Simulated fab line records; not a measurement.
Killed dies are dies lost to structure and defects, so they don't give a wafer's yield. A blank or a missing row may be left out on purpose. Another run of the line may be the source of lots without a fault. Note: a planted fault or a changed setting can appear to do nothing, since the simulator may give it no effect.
fab line records | flow n5_finfet
record: lots: 7 | wafers: 21
route steps=1938 shown BEOL_M7@1273 BEOL_M9@1407
start_h: hours from the record's first day to the start of the lot's first wafer shown | wait_h: how many hours have passed since the lot's step before this one | " the same as in the row above | L1.1+2: one row covering several wafers at once | - either no value or no given start | * or withheld: withheld | < > ~ a bound
route shown NAME@n: names a module that has steps shown in the file, with the first one's number in the route | usual: mean/standard deviation taken from wafers without a fault | same: alike in all rows | chamber/n: place in a boat | sites: the reading at each site | _std_site: standard deviation of those values | _edge_site: mean of outer sites minus mean of inner sites | radius_mm: for every site, how far away it sits from the centre of the wafer | mask NAME#n: copy n | behind: the last tool/chamber to shape the wafer | hold: why the lot went on hold/how many hours it stayed there/how the hold came to an end | device: which transistor (n, p or np) failed to switch | end of line: tests of these same wafers at the route's end | where a step has no rows: the recipe by itself | killed: dies that structure and defects cost at the first sort, which is not the same as the wafer's yield | map: a wafer's dies, marking killed ones x, the rest . and places with no die _
set.NAME: the setting the step ran with; set.NAME@STEP: the setting that earlier step ran with | model.NAME: the simulator's own value behind a step, which no gauge read
lots where settings were altered on purpose, with a table for each step and a row for each wafer
== steps ==
step: N5_BEOL_M7_EXPOSE_08
recipe: mask_id: M7 | na: 1.35 | source_shape: dipole | sigma_inner: 0.817 | sigma_outer: 0.97 | polarization: te | dose_mj: 68.25
lot.wafer  | tool            | chamber | start_h | wait_h | mask | set.dose_mj
L074.2     | arfi_scanner-03 | 0       | 215.15  | -      | M7#0 | 68.25
L074.4+6   | "               | 0       | "       | "      | M7#0 | 70.99
L076.1+2+4 | arfi_scanner-03 | 0       | 225.99  | -      | M7#0 | 68.25
L077.1+2+6 | arfi_scanner-02 | 0       | 249.18  | -      | M7#0 | 68.25
L085.1+5+6 | arfi_scanner-03 | 0       | 316.21  | -      | M7#0 | 68.25
L089.1+3+6 | arfi_scanner-01 | 0       | 330.83  | -      | M7#0 | 68.25
L095.1+2   | arfi_scanner-01 | 0       | 350.73  | -      | M7#0 | 68.25
L095.6     | "               | 0       | "       | "      | M7#0 | 63.46
L096.1+5   | arfi_scanner-03 | 0       | 357.88  | -      | M7#0 | 65.87
L096.4     | "               | 0       | "       | "      | M7#0 | 68.25
step: N5_BEOL_M7_PEB_09
recipe: peb_temp_c: withheld | peb_time_s: 60 | resist: CAR-ArF
step: N5_BEOL_M7_DEVELOP_10
recipe: develop_time_s: 30 | developer: TMAH | resist: CAR-ArF | rinse_liquid: diw | dry: air_spin | dev_temp_c: 23
step: N5_BEOL_M7_CD_MEAS_11
recipe: target_cd_nm: 38.5 | landing_energy_ev: 500 | detector: se_inlens | polarity: opening
usual: cd_nm: 38.5/0.57
lot.wafer | tool      | chamber | start_h | wait_h | set.dose_mj@BEOL_M7_EXPOSE_08 | cd_nm
L074.2    | cd_sem-02 | 0       | 215.28  | -      | 68.25                         | 38.7
L074.4    | "         | 0       | "       | "      | 70.99                         | 40.7
L074.6    | "         | 0       | "       | "      | 70.99                         | 39.8
L076.1    | cd_sem-03 | 0       | 226.12  | -      | 68.25                         | 39.1
L076.2    | "         | 0       | "       | "      | 68.25                         | 38.3
L076.4    | "         | 0       | "       | "      | 68.25                         | 38.8
L077.1    | cd_sem-03 | 0       | 249.31  | -      | 68.25                         | 38.1
L077.2    | "         | 0       | "       | "      | 68.25                         | 38.3
L077.6    | "         | 0       | "       | "      | 68.25                         | 38.2
L085.1    | cd_sem-03 | 0       | 316.34  | -      | 68.25                         | 39.0
L085.5    | "         | 0       | "       | "      | 68.25                         | 39.3
L085.6    | "         | 0       | "       | "      | 68.25                         | 38.4
L089.1    | cd_sem-03 | 0       | 330.96  | -      | 68.25                         | 38.6
L089.3    | "         | 0       | "       | "      | 68.25                         | 38.9
L089.6    | "         | 0       | "       | "      | 68.25                         | 38.5
L095.1    | cd_sem-02 | 0       | 350.86  | -      | 68.25                         | 38.1
L095.2    | "         | 0       | "       | "      | 68.25                         | 37.7
L095.6    | "         | 0       | "       | "      | 63.46                         | 34.8
L096.1    | cd_sem-03 | 0       | 358.01  | -      | 65.87                         | 36.7
L096.4    | "         | 0       | "       | "      | 68.25                         | 38.6
L096.5    | "         | 0       | "       | "      | 65.87                         | 37.1
step: N5_BEOL_M7_DESCUM_16
recipe: chemistry: O2 | time_s: 7.9 | source_power_w: 50 | bias_power_w: 20 | pressure_mtorr: 20 | rf_frequency_hz: 2.712e+07 | temp_c: 40 | resist: CAR-ArF | o2_flow_sccm: 225
step: N5_BEOL_M7_ETCH_61
recipe: chemistry: CF4 | target: SiARC | target_depth_a: 455 | mask_material: CAR-ArF | time_s: 75.8 | ion_energy_ev: 80 | pressure_mtorr: 40 | source_w: 545 | bias_w: 36 | Ar_flow_sccm: 100 | cf4_flow_sccm: 100 | ends: cleared
lot.wafer  | tool        | chamber | start_h | wait_h | set.dose_mj@BEOL_M7_EXPOSE_08 | model.BEOL_M7.cd_offset_nm
L074.2     | rie_diel-05 | 0       | 215.40  | 0.0    | 68.25                         | -0.2
L074.4     | "           | 0       | "       | "      | 70.99                         | 2.2
L074.6     | "           | 3       | "       | "      | 70.99                         | 1.4
L076.1     | rie_diel-02 | 0       | 226.24  | 0.0    | 68.25                         | 0.6
L076.2     | "           | 3       | "       | "      | 68.25                         | 0.2
L076.4     | "           | 2       | "       | "      | 68.25                         | 0
L077.1+2   | rie_diel-05 | 1,3     | 249.62  | 0.0    | 68.25                         | -0.4
L077.6     | "           | 1       | "       | "      | 68.25                         | -0.8
L085.1     | rie_diel-05 | 0       | 316.47  | 0.0    | 68.25                         | 0.2
L085.5     | "           | 3       | "       | "      | 68.25                         | 0.4
L085.6     | "           | 0       | "       | "      | 68.25                         | -0.4
L089.1+3+6 | rie_diel-03 | 0,1,2   | 331.09  | 0.0    | 68.25                         | 0.2
L095.1     | rie_diel-03 | 1       | 351.14  | 0.0    | 68.25                         | -0.2
L095.2     | "           | 0       | "       | "      | 68.25                         | -0.8
L095.6     | "           | 3       | "       | "      | 63.46                         | -3.8
L096.1     | rie_diel-02 | 1       | 358.13  | 0.0    | 65.87                         | -2
L096.4     | "           | 1       | "       | "      | 68.25                         | -0.4
L096.5     | "           | 2       | "       | "      | 65.87                         | -1.8
step: N5_BEOL_M7_ETCH_62
recipe: chemistry: N2/H2 | target: SOC | target_depth_a: 1100 | overetch_a: 220 | mask_material: SiARC | temp_c: 40 | time_s: 165 | ion_energy_ev: 200 | pressure_mtorr: 30 | source_w: 840 | bias_w: 150 | n2_flow_sccm: 200 | h2_flow_sccm: 200
lot.wafer | tool        | chamber | start_h | wait_h | set.dose_mj@BEOL_M7_EXPOSE_08 | model.BEOL_M7.cd_offset_nm
L074.2    | rie_diel-05 | 0       | 215.45  | 0.0    | 68.25                         | -0.2
L074.4    | "           | 0       | "       | "      | 70.99                         | 2
L074.6    | "           | 3       | "       | "      | 70.99                         | 1.4
L076.1    | rie_diel-02 | 0       | 226.30  | 0.0    | 68.25                         | 0.6
L076.2    | "           | 3       | "       | "      | 68.25                         | 0.2
L076.4    | "           | 2       | "       | "      | 68.25                         | -0.2
L077.1+2  | rie_diel-05 | 1,3     | 249.67  | 0.0    | 68.25                         | -0.4
L077.6    | "           | 1       | "       | "      | 68.25                         | -0.8
L085.1    | rie_diel-05 | 0       | 316.52  | 0.0    | 68.25                         | 0
L085.5    | "           | 3       | "       | "      | 68.25                         | 0.2
L085.6    | "           | 0       | "       | "      | 68.25                         | -0.2
L089.1    | rie_diel-03 | 0       | 331.14  | 0.0    | 68.25                         | 0.2
L089.3+6  | "           | 1,2     | "       | "      | 68.25                         | 0.4
L095.1    | rie_diel-03 | 1       | 351.19  | 0.0    | 68.25                         | 0
L095.2    | "           | 0       | "       | "      | 68.25                         | -0.6
L095.6    | "           | 3       | "       | "      | 63.46                         | -4
L096.1    | rie_diel-02 | 1       | 358.19  | 0.0    | 65.87                         | -2
L096.4    | "           | 1       | "       | "      | 68.25                         | -0.6
L096.5    | "           | 2       | "       | "      | 65.87                         | -2.2
step: N5_BEOL_M7_STRIP_68
recipe: chemistry: N2/H2 | temp_c: 40 | n2_flow_sccm: 200 | h2_flow_sccm: 200 | rf_frequency_hz: 6e+07
step: N5_BEOL_M7_STRIP_67
recipe: chemistry: CF4 | resist: SiARC | power_w: 300 | bias_power_w: 75 | pressure_mtorr: 50 | cf4_flow_sccm: 150 | rf_frequency_hz: 6e+07
step: N5_BEOL_M7_HM_OPEN_17
recipe: chemistry: Cl2/BCl3 | target_depth_a: 200 | overetch_a: 60 | target: TiN | mask_material: SOC | ion_energy_ev: 150 | pressure_mtorr: 10 | icp_w: 1000 | bias_w: 126 | Cl2_flow_sccm: 53.25 | bcl3_flow_sccm: 21.75 | Ar_flow_sccm: 25
lot.wafer | tool         | chamber | start_h | wait_h | set.dose_mj@BEOL_M7_EXPOSE_08 | model.BEOL_M7.cd_offset_nm
L074.2    | rie_metal-02 | 1       | 215.64  | 0.0    | 68.25                         | -0.2
L074.4    | "            | 0       | "       | "      | 70.99                         | 2.2
L074.6    | "            | 0       | "       | "      | 70.99                         | 1.4
L076.1    | rie_metal-03 | 1       | 226.48  | 0.0    | 68.25                         | 0.8
L076.2    | "            | 0       | "       | "      | 68.25                         | 0
L076.4    | "            | 0       | "       | "      | 68.25                         | -0.4
L077.1    | rie_metal-02 | 0       | 249.86  | 0.0    | 68.25                         | -0.2
L077.2    | "            | 1       | "       | "      | 68.25                         | -0.4
L077.6    | "            | 1       | "       | "      | 68.25                         | -1
L085.1    | rie_metal-03 | 0       | 316.71  | 0.0    | 68.25                         | 0
L085.5    | "            | 1       | "       | "      | 68.25                         | 0.4
L085.6    | "            | 0       | "       | "      | 68.25                         | -0.4
L089.1    | rie_metal-02 | 1       | 331.33  | 0.0    | 68.25                         | 0.2
L089.3+6  | "            | 1       | "       | "      | 68.25                         | 0.4
L095.1    | rie_metal-03 | 0       | 351.39  | 0.0    | 68.25                         | 0
L095.2    | "            | 0       | "       | "      | 68.25                         | -0.6
L095.6    | "            | 0       | "       | "      | 63.46                         | -4.2
L096.1    | rie_metal-01 | 0       | 358.37  | 0.0    | 65.87                         | -1.8
L096.4    | "            | 0       | "       | "      | 68.25                         | -0.6
L096.5    | "            | 1       | "       | "      | 65.87                         | -2.2
step: N5_BEOL_M7_STRIP_19
recipe: chemistry: O2 | power_w: 400 | temp_c: 40 | pressure_mtorr: 30 | rf_frequency_hz: 6e+07 | bias_power_w: 0 | overash_fraction: 0.2 | o2_flow_sccm: 225
step: N5_BEOL_M7_CD_MEAS_18
recipe: pitch_nm: 80 | target_cd_nm: 40
usual: cd_nm: 39.9/0.62
lot.wafer | tool      | chamber | start_h | wait_h | set.dose_mj@BEOL_M7_EXPOSE_08 | cd_nm
L074.2    | cd_sem-01 | -       | 215.99  | 0.1    | 68.25                         | 39.6
L074.4    | "         | -       | "       | "      | 70.99                         | 42.3
L074.6    | "         | -       | "       | "      | 70.99                         | 41.7
L076.1    | cd_sem-02 | -       | 226.66  | 0.0    | 68.25                         | 40.8
L076.2    | "         | -       | "       | "      | 68.25                         | 39.9
L076.4    | "         | -       | "       | "      | 68.25                         | 39.6
L077.1    | cd_sem-01 | -       | 250.11  | 0.0    | 68.25                         | 40.0
L077.2    | "         | -       | "       | "      | 68.25                         | 39.5
L077.6    | "         | -       | "       | "      | 68.25                         | 39.1
L085.1    | cd_sem-01 | -       | 316.91  | 0.0    | 68.25                         | 40.2
L085.5    | "         | -       | "       | "      | 68.25                         | 40.5
L085.6    | "         | -       | "       | "      | 68.25                         | 39.7
L089.1    | cd_sem-02 | -       | 331.51  | 0.0    | 68.25                         | 39.8
L089.3    | "         | -       | "       | "      | 68.25                         | 40.6
L089.6    | "         | -       | "       | "      | 68.25                         | 40.4
L095.1    | cd_sem-03 | -       | 351.66  | 0.0    | 68.25                         | 39.8
L095.2    | "         | -       | "       | "      | 68.25                         | 39.4
L095.6    | "         | -       | "       | "      | 63.46                         | 36.1
L096.1    | cd_sem-03 | -       | 358.64  | 0.0    | 65.87                         | 38.2
L096.4    | "         | -       | "       | "      | 68.25                         | 39.3
L096.5    | "         | -       | "       | "      | 65.87                         | 37.9
step: N5_BEOL_M7_VIA_ETCH_34
recipe: chemistry: C4F6/O2 | target: SiCOH_lowk | target_depth_a: 1255 | mask_material: SOC | taper_deg: 4 | time_s: 50.5 | ion_energy_ev: 250 | pressure_mtorr: 30 | source_w: 345 | bias_w: 185 | Ar_flow_sccm: 300 | C4F6_flow_sccm: 10 | O2_flow_sccm: 10
usual: rf_vpp_V: 675/9.2
lot.wafer | tool        | chamber | start_h | wait_h | set.bias_w | rf_vpp_V
L074.2    | rie_diel-05 | 1       | 219.44  | 0.0    | 156.6      | 598
L074.4    | "           | 1       | "       | "      | 156.6      | 598
L074.6    | "           | 3       | "       | "      | 185        | 685
L076.1    | rie_diel-03 | 1       | 228.30  | 0.0    | 185        | 664
L076.2    | "           | 0       | "       | "      | 194.6      | 710
L076.4    | "           | 3       | "       | "      | 185        | 685
L077.1    | rie_diel-05 | 2       | 251.82  | 0.0    | 201        | 722
L077.2    | "           | 1       | "       | "      | 185        | 683
L077.6    | "           | 2       | "       | "      | 185        | 677
L085.1    | rie_diel-02 | 0       | 317.52  | 0.0    | 185        | 675
L085.5    | "           | 0       | "       | "      | 185        | 674
L085.6    | "           | 3       | "       | "      | 185        | 665
L089.1    | rie_diel-03 | 0       | 335.14  | 0.0    | 185        | 682
L089.3    | "           | 3       | "       | "      | 185        | 685
L089.6    | "           | 1       | "       | "      | 185        | 664
L095.1    | rie_diel-05 | 1       | 358.01  | 0.0    | 185        | 683
L095.2    | "           | 2       | "       | "      | 156.9      | 593
L095.6    | "           | 0       | "       | "      | 185        | 657
L096.1    | rie_diel-03 | 3       | 360.58  | 0.0    | 185        | 684
L096.4    | "           | 3       | "       | "      | 185        | 685
L096.5    | "           | 2       | "       | "      | 185        | 675
step: N5_BEOL_M7_TRENCH_ETCH_37
recipe: chemistry: C4F6/O2 | target_depth_a: 934.78 | target: SiCOH_lowk | time_s: 31.2 | ion_energy_ev: 250 | pressure_mtorr: 30 | source_w: 345 | bias_w: 185 | Ar_flow_sccm: 300 | C4F6_flow_sccm: 10 | O2_flow_sccm: 10
lot.wafer  | tool        | chamber | start_h | wait_h | set.source_w
L074.2+4   | rie_diel-05 | 1       | -       | -      | 345
L074.6     | "           | 3       | "       | "      | 397
L076.1+2+4 | rie_diel-03 | 1,0,3   | -       | -      | 345
L077.1+2+6 | rie_diel-05 | 2,1,2   | -       | -      | 345
L085.1+6   | rie_diel-02 | 0,3     | -       | -      | 345
L085.5     | "           | 0       | "       | "      | 322
L089.1+3+6 | rie_diel-03 | 0,3,1   | -       | -      | 345
L095.1+2+6 | rie_diel-05 | 1,2,0   | -       | -      | 345
L096.1+4+5 | rie_diel-03 | 3,3,2   | -       | -      | 345
step: N5_BEOL_M7_ETCH_41
recipe: chemistry: CH3F/O2 | target: SiCN | target_depth_a: 319 | taper_deg: 2 | time_s: 57.8 | ion_energy_ev: 120 | mask_material: TiN | pressure_mtorr: 30 | source_w: 395 | bias_w: 75 | Ar_flow_sccm: 150 | CH3F_flow_sccm: 30 | O2_flow_sccm: 20
step: N5_BEOL_M7_STRIP_80
recipe: chemistry: N2/H2 | time_s: 10 | power_w: 450 | temp_c: 40 | pressure_mtorr: 20 | rf_frequency_hz: 6e+07 | bias_power_w: 7 | n2_flow_sccm: 200 | h2_flow_sccm: 200
step: N5_BEOL_M7_PRECLEAN_42
recipe: chemistry: residue_remover | time_s: 60 | temp_c: 40
step: N5_BEOL_M7_SRD_43
recipe: time_s: 30 | temp_c: 23 | rinse_liquid: diw | dry: ipa_marangoni
step: N5_BEOL_M7_CD_MEAS_35
recipe: target_cd_nm: 40 | polarity: opening
usual: cd_nm: 39.9/0.64
lot.wafer | tool      | chamber | start_h | wait_h | set.dose_mj@BEOL_M7_EXPOSE_08 | cd_nm
L074.2    | cd_sem-01 | -       | 219.84  | 0.0    | 68.25                         | 39.5
L074.4    | "         | -       | "       | "      | 70.99                         | 42.3
L074.6    | "         | -       | "       | "      | 70.99                         | 41.3
L076.1    | cd_sem-02 | -       | 228.70  | 0.0    | 68.25                         | 41.1
L076.2    | "         | -       | "       | "      | 68.25                         | 39.8
L076.4    | "         | -       | "       | "      | 68.25                         | 39.8
L077.1    | cd_sem-03 | -       | 252.23  | 0.0    | 68.25                         | 40.0
L077.2    | "         | -       | "       | "      | 68.25                         | 39.6
L077.6    | "         | -       | "       | "      | 68.25                         | 39.2
L085.1    | cd_sem-01 | -       | 317.93  | 0.0    | 68.25                         | 40.4
L085.5    | "         | -       | "       | "      | 68.25                         | 40.6
L085.6    | "         | -       | "       | "      | 68.25                         | 39.5
L089.1    | cd_sem-01 | -       | 335.55  | 0.0    | 68.25                         | 40.2
L089.3    | "         | -       | "       | "      | 68.25                         | 40.2
L089.6    | "         | -       | "       | "      | 68.25                         | 40.7
L095.1    | cd_sem-02 | -       | 358.41  | 0.0    | 68.25                         | 39.6
L095.2    | "         | -       | "       | "      | 68.25                         | 39.3
L095.6    | "         | -       | "       | "      | 63.46                         | 36.0
L096.1    | cd_sem-01 | -       | 360.98  | 0.0    | 65.87                         | 38.3
L096.4    | "         | -       | "       | "      | 68.25                         | 39.7
L096.5    | "         | -       | "       | "      | 65.87                         | 37.3
step: N5_BEOL_M9_COAT_60
recipe: resist: SiARC | temp_c: 220 | time_s: 60 | spin_rpm: 1500 | resist_thk_nm: 30
lot.wafer  | tool           | chamber | start_h | wait_h | set.spin_rpm | model.SiARC_of_BEOL_M9_COAT_60.thk_nm
L074.2+6   | litho_track-01 | 0       | -       | -      | 1500         | 30.2
L074.4     | "              | 0       | "       | "      | 1500         | 30
L076.1+4   | litho_track-04 | 0       | -       | -      | 1500         | 30.2
L076.2     | "              | 0       | "       | "      | 1500         | 30
L077.1+6   | litho_track-01 | 0       | -       | -      | 1645         | 28.6
L077.2     | "              | 0       | "       | "      | 1500         | 29.8
L085.1     | litho_track-04 | 0       | -       | -      | 1543         | 29.6
L085.5     | "              | 0       | "       | "      | 1500         | 30
L085.6     | "              | 0       | "       | "      | 1543         | 29.4
L089.1+3+6 | litho_track-04 | 0       | -       | -      | 1500         | 30
L095.1+2+6 | litho_track-05 | 0       | -       | -      | 1500         | 30
L096.1+4   | litho_track-05 | 0       | -       | -      | 1344         | 31.8
L096.5     | "              | 0       | "       | "      | 1500         | 30
step: N5_BEOL_M9_COAT_05
recipe: resist: CAR-ArF | spin_rpm: 1500 | resist_thk_nm: 90
step: N5_BEOL_M9_EBR_07
recipe: solvent: PGMEA | ebr_width_mm: 1.5
step: N5_BEOL_M9_DESCUM_16
recipe: chemistry: O2 | time_s: 7.9 | source_power_w: 50 | bias_power_w: 20 | pressure_mtorr: 20 | rf_frequency_hz: 2.712e+07 | temp_c: 40 | resist: CAR-ArF | o2_flow_sccm: 225
step: N5_BEOL_M9_ETCH_61
recipe: chemistry: CF4 | target: SiARC | target_depth_a: 390 | mask_material: CAR-ArF | time_s: 65 | ion_energy_ev: 80 | pressure_mtorr: 40 | source_w: 545 | bias_w: 36 | Ar_flow_sccm: 100 | cf4_flow_sccm: 100 | ends: cleared
lot.wafer | tool        | chamber | start_h | wait_h | set.spin_rpm@BEOL_M9_COAT_60 | model.CAR-ArF_of_BEOL_M9_COAT_05.thk_nm | model.etch.depth_nm
L074.2    | rie_diel-02 | 0       | 233.81  | 0.0    | 1500                         | 55.6                                    | 30.1
L074.4    | "           | 2       | "       | "      | 1500                         | 55.4                                    | 30
L074.6    | "           | 3       | "       | "      | 1500                         | 55.4                                    | 30.1
L076.1    | rie_diel-02 | 1       | 241.83  | 0.0    | 1500                         | 55.2                                    | 30.14
L076.2    | "           | 2       | "       | "      | 1500                         | 55.2                                    | 30.04
L076.4    | "           | 1       | "       | "      | 1500                         | 55.4                                    | 30.14
L077.1    | rie_diel-05 | 1       | 265.04  | 0.0    | 1645                         | 56.6                                    | 28.68
L077.2    | "           | 2       | "       | "      | 1500                         | 55.2                                    | 29.9
L077.6    | "           | 1       | "       | "      | 1645                         | 56.8                                    | 28.56
L085.1    | rie_diel-03 | 1       | 336.25  | 0.0    | 1543                         | 55.6                                    | 29.55
L085.5    | "           | 0       | "       | "      | 1500                         | 55.4                                    | 29.94
L085.6    | "           | 3       | "       | "      | 1543                         | 55.8                                    | 29.49
L089.1    | rie_diel-02 | 2       | 346.20  | 0.0    | 1500                         | 55.4                                    | 29.98
L089.3    | "           | 1       | "       | "      | 1500                         | 55.4                                    | 30.02
L089.6    | "           | 0       | "       | "      | 1500                         | 55.6                                    | 29.96
L095.1    | rie_diel-03 | 1       | 375.30  | 0.0    | 1500                         | 56                                      | 29.96
L095.2    | "           | 0       | "       | "      | 1500                         | 56                                      | 30.04
L095.6    | "           | 3       | "       | "      | 1500                         | 56                                      | 30.09
L096.1    | rie_diel-03 | 3       | 375.55  | 0.0    | 1344                         | 54                                      | 31.8
L096.4    | "           | 2       | "       | "      | 1344                         | 54.2                                    | 31.78
L096.5    | "           | 3       | "       | "      | 1500                         | 55.4                                    | 30.03
step: N5_BEOL_M9_ETCH_62
recipe: chemistry: N2/H2 | target: SOC | target_depth_a: 1100 | overetch_a: 220 | mask_material: SiARC | temp_c: 40 | time_s: 165 | ion_energy_ev: 200 | pressure_mtorr: 30 | source_w: 840 | bias_w: 150 | n2_flow_sccm: 200 | h2_flow_sccm: 200
lot.wafer  | tool        | chamber | start_h | wait_h | set.spin_rpm@BEOL_M9_COAT_60 | model.SiARC_of_BEOL_M9_COAT_60.thk_nm
L074.2     | rie_diel-02 | 0       | 233.86  | 0.0    | 1500                         | 23.6
L074.4+6   | "           | 2,3     | "       | "      | 1500                         | 23.8
L076.1+2+4 | rie_diel-02 | 1,2,1   | 241.88  | 0.0    | 1500                         | 23.8
L077.1+6   | rie_diel-05 | 1       | 265.09  | 0.0    | 1645                         | 21.8
L077.2     | "           | 2       | "       | "      | 1500                         | 23.2
L085.1+6   | rie_diel-03 | 1,3     | 336.30  | 0.0    | 1543                         | 23
L085.5     | "           | 0       | "       | "      | 1500                         | 23.2
L089.1     | rie_diel-02 | 2       | 346.25  | 0.0    | 1500                         | 23.8
L089.3     | "           | 1       | "       | "      | 1500                         | 23.6
L089.6     | "           | 0       | "       | "      | 1500                         | 23.2
L095.1+6   | rie_diel-03 | 1,3     | 375.35  | 0.0    | 1500                         | 23.4
L095.2     | "           | 0       | "       | "      | 1500                         | 23.2
L096.1     | rie_diel-03 | 3       | 375.60  | 0.0    | 1344                         | 25.2
L096.4     | "           | 2       | "       | "      | 1344                         | 25.4
L096.5     | "           | 3       | "       | "      | 1500                         | 23.4
step: N5_BEOL_M9_COAT_64
recipe: resist: SiARC | temp_c: 220 | time_s: 60 | spin_rpm: 1500 | resist_thk_nm: 12
lot.wafer  | tool           | chamber | start_h | wait_h | set.spin_rpm
L074.2+4+6 | litho_track-04 | 0       | -       | -      | 1500
L076.1+2   | litho_track-01 | 0       | -       | -      | 1360
L076.4     | "              | 0       | "       | "      | 1500
L077.1     | litho_track-04 | 0       | -       | -      | 1359
L077.2+6   | "              | 0       | "       | "      | 1500
L085.1+5+6 | litho_track-04 | 0       | -       | -      | 1500
L089.1+3+6 | litho_track-05 | 0       | -       | -      | 1500
L095.1+2   | litho_track-01 | 0       | -       | -      | 1360
L095.6     | "              | 0       | "       | "      | 1500
L096.1+4   | litho_track-04 | 0       | -       | -      | 1500
L096.5     | "              | 0       | "       | "      | 1347
== key ==
split: step: N5_BEOL_M7_EXPOSE_08 | setting: dose_mj | stated: 68.25 | by: wafer
response: step: N5_BEOL_M7_CD_MEAS_11 | reading: cd_nm | change: +0.436 | per: 1% | r: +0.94
response: step: N5_BEOL_M7_ETCH_61 | reading: model.BEOL_M7.cd_offset_nm | change: +0.47 | per: 1% | r: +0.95
response: step: N5_BEOL_M7_ETCH_62 | reading: model.BEOL_M7.cd_offset_nm | change: +0.501 | per: 1% | r: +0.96
response: step: N5_BEOL_M7_HM_OPEN_17 | reading: model.BEOL_M7.cd_offset_nm | change: +0.52 | per: 1% | r: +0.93
response: step: N5_BEOL_M7_CD_MEAS_18 | reading: cd_nm | change: +0.498 | per: 1% | r: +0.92
response: step: N5_BEOL_M7_CD_MEAS_35 | reading: cd_nm | change: +0.523 | per: 1% | r: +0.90
split: step: N5_BEOL_M7_VIA_ETCH_34 | setting: bias_w | stated: 185 | by: wafer
response: step: N5_BEOL_M7_VIA_ETCH_34 | reading: rf_vpp_V | change: +5.4 | per: 1% | r: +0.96
split: step: N5_BEOL_M7_TRENCH_ETCH_37 | setting: source_w | stated: 345 | by: wafer
response none clear
split: step: N5_BEOL_M9_COAT_60 | setting: spin_rpm | stated: 1500 | by: wafer
response: step: N5_BEOL_M9_COAT_60 | reading: model.SiARC_of_BEOL_M9_COAT_60.thk_nm | change: -0.151 | per: 1% | r: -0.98
response: step: N5_BEOL_M9_ETCH_61 | reading: model.CAR-ArF_of_BEOL_M9_COAT_05.thk_nm | change: +0.138 | per: 1% | r: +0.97
response: step: N5_BEOL_M9_ETCH_61 | reading: model.etch.depth_nm | change: -0.152 | per: 1% | r: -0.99
response: step: N5_BEOL_M9_ETCH_62 | reading: model.SiARC_of_BEOL_M9_COAT_60.thk_nm | change: -0.161 | per: 1% | r: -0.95
split: step: N5_BEOL_M9_COAT_64 | setting: spin_rpm | stated: 1500 | by: wafer
response none in this file
